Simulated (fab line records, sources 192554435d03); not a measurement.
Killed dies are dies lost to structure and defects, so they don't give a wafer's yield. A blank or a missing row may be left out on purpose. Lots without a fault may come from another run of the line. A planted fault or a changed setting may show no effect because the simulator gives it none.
One fault seen from 2 desks | flow n5_finfet | each desk has only its own numbers; what lay behind them comes last

THE TOOL OWNER'S DESK: pecvd-01
The tool's own readings at N5_BEOL_M2_DEP_57 (deposits SiCN from 3MS/NH3, target thk 8 nm, time 14 s): means of the sampled wafers that have a number, for each lot that ran on this tool. A lot is out of limits, marked OUT, if its mean lies more than 4 standard deviations from the usual mean; the brackets give that distance.
Columns: A = showerhead_plenum_p_Torr at N5_BEOL_M2_DEP_57, usual 3.665 Torr; B = throttle_valve_pct at N5_BEOL_M2_DEP_57, usual 9.3 %
lot  | first seen here | A     | B
L236 | day 9 01:55     | 3.661 | 9.6
L240 | day 9 13:17     | 3.682 | 9.4
L242 | day 9 16:55     | 3.662 | 9.8
This desk's finding: nothing out of limits on any of the 3 lots.

THE METROLOGY DESK
What the gauges read, lot by lot, whatever tool the lot ran on: means of the sampled wafers that have a number. A lot is out of limits, marked OUT, if its mean lies more than 4 standard deviations from the usual mean; the brackets give that distance. Of its 12 readings 7 are shown: those that lie furthest out on some lot.
Columns: A = M3_THK at N5_BEOL_M3_THK_MEAS_53, usual 39.7 nm; B = M3_RS at N5_BEOL_M3_RS_MEAS_58, usual 0.667 ohm/sq; C = ION_N at N5_BEOL_M4_RC_MEAS_101, usual 670 uA/um; D = SS_N at N5_BEOL_M4_RC_MEAS_101, usual 71.5 mV/dec; E = SS_P at N5_BEOL_M4_RC_MEAS_101, usual 73.2 mV/dec; F = VT_N at N5_BEOL_M4_RC_MEAS_101, usual 251 mV; G = VT_P at N5_BEOL_M4_RC_MEAS_101, usual -252 mV
lot  | first seen here | A    | B     | C   | D    | E    | F   | G
L236 | day 9 09:31     | 40.0 | 0.656 | 682 | 71.6 | 73.8 | 246 | -252
L240 | day 10 08:59    | 38.0 | 0.718 | 674 | 72.0 | 73.6 | 251 | -249
L242 | day 10 18:56    | 38.1 | 0.708 | 670 | 71.5 | 73.5 | 251 | -250
L245 | day 12 04:56    | 39.1 | 0.677 | 672 | 71.9 | 73.1 | 248 | -254
This desk's finding: nothing out of limits on any of the 4 lots.

PUT TOGETHER
The tool owner's desk saw nothing out of limits.
The metrology desk saw nothing out of limits.

WHAT THE SIMULATOR HAD PUT IN
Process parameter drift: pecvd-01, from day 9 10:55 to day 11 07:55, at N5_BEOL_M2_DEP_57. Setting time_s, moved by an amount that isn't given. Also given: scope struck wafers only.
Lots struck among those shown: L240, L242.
